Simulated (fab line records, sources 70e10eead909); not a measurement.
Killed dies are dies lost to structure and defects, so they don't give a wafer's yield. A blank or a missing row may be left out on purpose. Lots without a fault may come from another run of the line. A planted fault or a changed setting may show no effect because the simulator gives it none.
Chamber matching | flow nand_harc | NHARC_A_CHANNEL_HOLE_D1_DEP_01 on pecvd-03: 3 sister chambers
The step deposits SiON, target thk 140 nm. 6 wafers are shown with their chamber, then 7 later ones without.

WAFERS WITH THEIR CHAMBER
wafer  | chamber | showerhead_vpp_V (V) | heater_power_w (W)
L514.6 | 0       | 1076                 | 767
L517.2 | 0       | 1086                 | 644
L524.3 | 2       | 1207                 | 825
L524.5 | 1       | 1180                 | 587
L526.1 | 1       | 1167                 | 608
L526.3 | 2       | 1198                 | 786

WAFERS WITHOUT THEIR CHAMBER
wafer  | showerhead_vpp_V (V) | heater_power_w (W)
L526.5 | 1065                 | 672
L527.1 | 1073                 | 723
L527.4 | 1057                 | 773
L527.5 | 1180                 | 666
L530.1 | 1074                 | 725
L530.5 | 1218                 | 739
L530.6 | 1082                 | 741

WHICH CHAMBER EACH WENT THROUGH
wafer  | from the rows above | in truth
L526.5 | 0                   | 0
L527.1 | 0                   | 0
L527.4 | 0                   | 0
L527.5 | 1                   | 1
L530.1 | 0                   | 0
L530.5 | 2                   | 2
L530.6 | 0                   | 0
Placed correctly: 7 of 7. Can't be placed from these rows: 0. Placed wrongly: 0.
How it was worked out, from the rows above alone: a wafer's distance from a chamber is the root of the sum, over the readings, of the square of ((its reading less the chamber's mean) divided by the reading's scatter). The wafer belongs to the nearest chamber; if the next one is less than 2 further off, it can't be placed. A chamber's mean is the mean of its shown wafers. The scatter: the root of (the sum of the squares of (reading less its chamber's mean) over the shown wafers, divided by (wafers less chambers)).
